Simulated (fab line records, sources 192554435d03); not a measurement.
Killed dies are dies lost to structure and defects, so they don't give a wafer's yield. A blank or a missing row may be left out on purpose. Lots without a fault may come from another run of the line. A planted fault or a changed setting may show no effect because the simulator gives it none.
Which tool did it? | flow n5_finfet | 11 lots, 33 wafers sampled, at 2 steps of a route of 1938

WHAT THE GAUGES READ, wafer by wafer
N5_HKMG_FIN_INSPECT_14: inspects for defects (macro).
lot  | measured    | on                | raw_defect_count
L076 | day 4 23:32 | defect_inspect-01 | 1 3 2
L078 | day 5 09:45 | defect_inspect-01 | 5 3 1
L080 | day 5 15:49 | defect_inspect-02 | 5 4 2
L082 | day 6 03:53 | defect_inspect-01 | 3 1 0
L084 | day 6 17:07 | defect_inspect-02 | 6 4 1
L086 | day 7 06:38 | defect_inspect-02 | 0 2 3
L088 | day 7 19:58 | defect_inspect-02 | 2 3 3
L090 | day 8 09:13 | defect_inspect-02 | 4 3 3
L092 | day 8 20:38 | defect_inspect-02 | 1 3 2
L094 | day 9 07:04 | defect_inspect-01 | 2 1 2
L096 | day 9 17:26 | defect_inspect-02 | 1 0 2

WHICH TOOL RAN EACH LOT (tool, then ch and the chambers of the sampled wafers, then the start)
lot  | N5_HKMG_FIN_STRIP_93
L076 | rie_diel-05 ch 0,1,2, day 4 21:03
L078 | rie_diel-06 ch 1,3, day 5 07:15
L080 | rie_diel-05 ch 0,1,2, day 5 13:18
L082 | rie_diel-06 ch 0,1,2, day 6 01:24
L084 | rie_diel-06 ch 0,1,3, day 6 14:36
L086 | rie_diel-05 ch 0,1,3, day 7 04:08
L088 | rie_diel-05 ch 0,1,3, day 7 17:29
L090 | rie_diel-02 ch 1,2,3, day 8 06:42
L092 | rie_diel-02 ch 0,2,3, day 8 18:08
L094 | rie_diel-06 ch 1,2,3, day 9 04:31
L096 | rie_diel-02 ch 1,3, day 9 14:57
- N5_HKMG_FIN_STRIP_93: strips SOC in N2/H2, time 20 s.

THE ANSWER, worked out from the rows above alone
Rule: what is usual is taken from the lots themselves. Put in order of their means at a reading, lots are off if they are a third of the lots or fewer, leave a main group of 4 or more, and stand apart from it by a gap of 3 or more times the standard deviation of the main group's means; of several such gaps the widest counts. A main group whose means are all the same, to the digits that the tables above print for the reading, isn't used. A lot without any number at a reading at which 4 lots or more have one is off too. The other lots that the step has rows for count as sound.
No lot is off at any reading shown: from this, nothing can be told.

WHAT THE SIMULATOR HAD PUT IN
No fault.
